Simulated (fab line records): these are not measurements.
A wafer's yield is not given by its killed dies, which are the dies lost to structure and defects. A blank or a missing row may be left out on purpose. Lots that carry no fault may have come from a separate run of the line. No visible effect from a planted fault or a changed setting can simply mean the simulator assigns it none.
8D (eight disciplines) problem report, filled in by code | flow nand harc | the parts of the form that need people (team, actions taken, sign-off) are left out

## 1. WHAT IS WRONG
oes product au at NHARC_A_STAIRCASE_ETCH_192 reads a mean of 0.848 a.u. on 1 wafer of 1 lot; wafers without a fault read 0.944 a.u. with a standard deviation of 0.011. Relative to the usual mean, that is a shift of -8.7 standard deviations.
The step: etches the open film in C4F8/O2, target depth 100 nm, time 40.5 s.
The first sign was on wafer L644.5 at day 19 16:59, on rie diel-09. The record holds 36 wafers of 12 lots with a number at this step. Rule for "out", or "out of limits": more than 4 standard deviations from the usual mean. Any other wafer with a number is counted as sound.

## 2. WHAT IT IS AND WHAT IT IS NOT
question                    | is                | is not
which readings at this step | oes product au    | rf vpp V
which lots                  | L644              | L636, L637, L641, L648, L650, L651, L652, L653, L655, L657, L659
which wafers of those lots  | L644.5            | L644.1, L644.3
read on which tools         | rie diel-09       | rie diel-02, rie diel-12
when                        | from day 19 16:59 | up to then (11 sound wafers); but 24 sound wafers of L648, L650, L651, L652, L653, L655, L657, L659 came after

## 3. THE SUSPECTS, EACH WITH WHAT RULES IT OUT
Counting: any tool at a process step up to the reading remains a suspect provided it ran every lot that is out. Sound lots after the first of them don't rule it out here, since some wafers of a struck lot are sound.
- rie diel-09 at NHARC_A_STAIRCASE_ETCH_190 (etches the open film in C4F8/O2, target depth 100 nm, time 40.5 s): kept. It processed L644, the lot that is out, at day 19 16:59, and its most recent sound lot before then was L641 at day 18 01:30. NHARC_A_STAIRCASE_ETCH_190 gives no start for some lots, so the hours and the order of its lots are those of NHARC_A_STAIRCASE_ETCH_192.
- rie diel-09 at NHARC_A_STAIRCASE_ETCH_192 (etches the open film in C4F8/O2, target depth 100 nm, time 40.5 s): kept. It processed L644, the lot that is out, at day 19 16:59, and its most recent sound lot before then was L641 at day 18 01:30. Its own oes product au readings are out on those wafers.
- At NHARC_A_STAIRCASE_ETCH_192, inside rie diel-09: chamber 0 took the wafers that are out, while their sound lot-mates went through chambers 1, 2.
What counting leaves: rie diel-09 at NHARC_A_STAIRCASE_ETCH_190 and rie diel-09 at NHARC_A_STAIRCASE_ETCH_192.

## 4. THE CAUSE (what the simulator had put in)
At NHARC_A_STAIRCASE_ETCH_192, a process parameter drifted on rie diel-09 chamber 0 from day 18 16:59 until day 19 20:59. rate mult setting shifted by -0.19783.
After counting, 2 suspects remain, this tool included.

## 5. THE CHAIN OF EFFECTS, in route order
Each row: a reading where the mean over the struck wafers with a number is more than 3 standard deviations away from the usual. Only readings whose record carries a usual standard deviation are examined. hours: median over the lots of the time between each lot's start at the first step of this table that gives one and its start at this step. sigmas: the change, counted in usual standard deviations.
hours | step                       | reading        | usual      | on struck wafers | change | sigmas
0     | NHARC_A_STAIRCASE_ETCH_192 | oes product au | 0.944 a.u. | 0.848            | -0.096 | -8.7
Process steps it contains:
- NHARC_A_STAIRCASE_ETCH_192: etches the open film in C4F8/O2, target depth 100 nm, time 40.5 s.

## 6. HOW IT WOULD HAVE BEEN CAUGHT EARLIER
The fault began at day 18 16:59; the first out-of-limits reading in this record came at day 19 16:59, 24 hours later.
